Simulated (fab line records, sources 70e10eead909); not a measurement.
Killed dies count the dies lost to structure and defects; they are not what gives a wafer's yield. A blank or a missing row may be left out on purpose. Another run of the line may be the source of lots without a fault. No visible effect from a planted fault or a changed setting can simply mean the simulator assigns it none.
Which tool was responsible? ; flow nand_harc ; 24 lots with 72 wafers sampled at 2 steps, on a route of 1302 steps

== WHAT EACH GAUGE READ, for each wafer ==
NHARC_A_ONON_D2_THK_MEAS_18: measures by ellipsometry.
lot;measured;on;thk_nm (nm)
L074;day 13 06:29;film_metro-01;982 980 983
L075;day 13 17:32;film_metro-01;988 987 987
L076;day 13 17:32;film_metro-02;1016 1014 1013
L077;day 14 05:58;film_metro-01;1002 1003 1002
L078;day 14 17:59;film_metro-01;1002 1003 1003
L079;day 15 09:51;film_metro-02;994 995 996
L081;day 16 06:20;film_metro-01;991 988 989
L080;day 16 06:20;film_metro-02;1016 1016 1017
L082;day 16 11:37;film_metro-01;973 974 972
L084;day 16 18:50;film_metro-01;995 992 994
L083;day 16 18:50;film_metro-01;999 999 998
L085;day 17 21:39;film_metro-02;998 996 999
L086;day 17 21:39;film_metro-01;1001 1001 1001
L087;day 17 21:40;film_metro-02;999 999 1001
L088;day 19 17:25;film_metro-01;992 992 993
L090;day 19 17:25;film_metro-01;997 995 995
L089;day 19 17:25;film_metro-02;991 990 990
L091;day 20 00:10;film_metro-01;997 999 1000
L092;day 20 05:40;film_metro-01;1004 1003 1005
L093;day 21 05:01;film_metro-01;999 1001 1001
L094;day 21 13:43;film_metro-01;991 991 990
L095;day 22 01:44;film_metro-02;1001 1000 999
L096;day 22 01:45;film_metro-01;986 985 985
L097;day 22 10:32;film_metro-02;999 1000 998

NHARC_A_CHANNEL_HOLE_D2_OVL_MEAS_11.
lot;measured;on;overlay_x_nm (nm);overlay_y_nm (nm)
L074;day 13 14:42;overlay-01;-2.2 -1.2 -1.3;0.2 -1.0 0.0
L075;day 14 03:41;overlay-02;-0.6 0.1 -0.4;0.4 0.0 -0.5
L076;day 14 03:54;overlay-01;0.5 1.0 0.7;0.3 0.1 0.5
L077;day 14 11:26;overlay-02;0.7 0.6 0.9;0.5 0.6 0.8
L078;day 15 03:30;overlay-01;-0.8 -0.8 -0.7;1.3 1.6 1.2
L079;day 15 17:38;overlay-02;-1.8 -2.3 -2.1;0.3 0.6 0.8
L081;day 16 16:04;overlay-01;0.9 0.8 1.1;0.4 1.0 0.9
L080;day 16 13:59;overlay-02;-1.0 -1.7 -1.6;0.9 0.3 1.5
L082;day 16 20:49;overlay-01;-0.6 -0.1 -0.8;0.0 -0.6 -1.0
L084;day 17 02:41;overlay-01;-1.4 -1.1 -0.9;-0.6 -0.2 0.1
L083;day 17 04:00;overlay-01;-0.1 0.2 -0.2;-0.8 -0.3 -0.5
L085;day 18 03:16;overlay-01;0.3 -0.5 -0.6;1.3 1.0 0.8
L086;day 18 03:39;overlay-01;0.2 -0.1 0.2;0.2 0.5 0.3
L087;day 18 04:13;overlay-01;0.6 0.5 0.0;0.0 0.2 0.0
L088;day 19 23:04;overlay-02;-0.3 0.4 0.5;1.0 0.5 0.5
L090;day 19 23:50;overlay-02;-0.1 -0.3 0.2;-0.1 -0.4 -0.5
L089;day 19 23:26;overlay-01;-0.9 -1.0 -0.2;-0.2 -1.0 -0.5
L091;day 20 05:49;overlay-01;-0.9 -0.1 -0.1;-1.3 -1.4 -1.1
L092;day 20 13:01;overlay-02;-0.1 0.2 -0.1;0.3 0.2 0.6
L093;day 21 12:40;overlay-02;-1.1 -0.8 -0.7;-0.3 -0.7 -0.7
L094;day 21 19:43;overlay-02;0.4 0.2 0.3;1.3 0.8 1.1
L095;day 22 07:25;overlay-01;0.1 0.3 0.4;1.3 1.0 1.4
L096;day 22 08:23;overlay-02;-0.5 -0.4 -0.5;0.7 0.0 0.6
L097;day 22 16:20;overlay-01;-0.8 -1.0 -1.3;-0.9 -1.0 -1.0

== EACH LOT AND THE TOOL THAT RAN IT (in order: tool; ch and the chambers of the sampled wafers; start) ==
No process step before these readings appears in the record.

== AS READ BY THE TOOLS THEMSELVES (means over the sampled wafers that have a number; for cases with no such wafer, the mark the record gives instead) ==
The record holds no such reading with a usual standard deviation.

== THE ANSWER, worked out from the rows above alone ==
Rule: what is usual is taken from the lots themselves. The widest of any qualifying gaps counts: lots, ordered by their means at a reading, are off when they make up no more than a third of the lots, leave a main group of 4 or more, and stand apart from it by 3 or more times the standard deviation of that group's means. Not used: any main group whose means are identical at the precision the tables above print for the reading. A lot without any number at a reading at which 4 lots or more have one is off too. Any other lot the step has rows for is counted as sound. Order of review: gauges by route order, followed by the tools' own readings, for which a lot's mean as printed above is used. The first step at which some lot is off is used, and at that step the reading that is off furthest; a lot without a number counts as furthest.
Nothing can be told from this: no lot is off at any reading shown.

== WHAT HAD BEEN PUT IN BY THE SIMULATOR ==
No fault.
